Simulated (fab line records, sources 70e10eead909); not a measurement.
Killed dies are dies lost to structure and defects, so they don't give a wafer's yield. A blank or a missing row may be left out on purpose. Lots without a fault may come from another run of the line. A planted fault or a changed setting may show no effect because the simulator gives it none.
Tool commonality check | flow nand_harc | 2 lots, 6 wafers sampled

WHY IT WAS OPENED
At NHARC_END_SORT_01 the reading killed_at_array is flagged on 2 of 2 lots. Wafers without a fault read 62, standard deviation 22.
Rule: a lot is flagged when every wafer of it that has a number lies more than 4 standard deviations from that mean, or none has a number. The other lots count as sound.

lot  | measured     | on        | killed_at_array, wafer by wafer | flag
L349 | day 27 04:31 | prober-02 | 159 153 179                     | FLAGGED
L348 | day 27 06:32 | prober-01 | 192 170 188                     | FLAGGED
The numbers of the flagged lots are 174 on average: +112 against the usual, or +5 standard deviations.

WHICH TOOL RAN EACH LOT
The record holds 3 process steps before the reading, out of a route of 1302 steps. In each cell: the tool, then ch and the chambers that the sampled wafers went through, then the start.
lot  | flag    | NHARC_A_M1_PRE_CLEAN_30      | NHARC_A_BONDPAD_DESCUM_11          | NHARC_THIN_TSV_DESCUM_14
L349 | FLAGGED | pvd_sputter-02, day 25 17:07 | rie_diel-08 ch 0,1,2, day 25 20:38 | rie_diel-02 ch 0,1,2, day 26 11:59
L348 | FLAGGED | pvd_sputter-02, day 25 19:16 | rie_diel-08 ch 1,2,3, day 25 22:55 | rie_diel-02 ch 0,2,3, day 26 13:04
What these steps do:
- NHARC_A_M1_PRE_CLEAN_30: time 30 s.
- NHARC_A_BONDPAD_DESCUM_11: chemistry O2, time 3 s.
- NHARC_THIN_TSV_DESCUM_14: chemistry O2, time 3 s.
- NHARC_END_SORT_01

FLAGGED OVER TOTAL, TOOL BY TOOL (the gauges that took the reading come last)
step                      | tool           | lots run | flagged | share of the flagged lots | sound lots run after its first flagged lot
NHARC_A_M1_PRE_CLEAN_30   | pvd_sputter-02 | 2        | 2       | all                       | 0
NHARC_A_BONDPAD_DESCUM_11 | rie_diel-08    | 2        | 2       | all                       | 0
NHARC_THIN_TSV_DESCUM_14  | rie_diel-02    | 2        | 2       | all                       | 0
NHARC_END_SORT_01         | prober-01      | 1        | 1       | some                      | 0
NHARC_END_SORT_01         | prober-02      | 1        | 1       | some                      | 0

WHAT THE TABLE ALLOWS
3 rows of the table ran every flagged lot: pvd_sputter-02 at NHARC_A_M1_PRE_CLEAN_30, rie_diel-08 at NHARC_A_BONDPAD_DESCUM_11, rie_diel-02 at NHARC_THIN_TSV_DESCUM_14.
- pvd_sputter-02 at NHARC_A_M1_PRE_CLEAN_30: 2 of its 2 lots flagged. It ran no sound lot before its first flagged lot in this sample, so the start can't be narrowed down.
- rie_diel-08 at NHARC_A_BONDPAD_DESCUM_11: 2 of its 2 lots flagged. It ran no sound lot before its first flagged lot in this sample, so the start can't be narrowed down.
- rie_diel-02 at NHARC_THIN_TSV_DESCUM_14: 2 of its 2 lots flagged. It ran no sound lot before its first flagged lot in this sample, so the start can't be narrowed down.
Counting lots can't tell these 3 tools apart, because each fits a fault that began at some hour. More lots, or a look at what each step does to the wafer, might.

WHAT THE SIMULATOR HAD PUT IN
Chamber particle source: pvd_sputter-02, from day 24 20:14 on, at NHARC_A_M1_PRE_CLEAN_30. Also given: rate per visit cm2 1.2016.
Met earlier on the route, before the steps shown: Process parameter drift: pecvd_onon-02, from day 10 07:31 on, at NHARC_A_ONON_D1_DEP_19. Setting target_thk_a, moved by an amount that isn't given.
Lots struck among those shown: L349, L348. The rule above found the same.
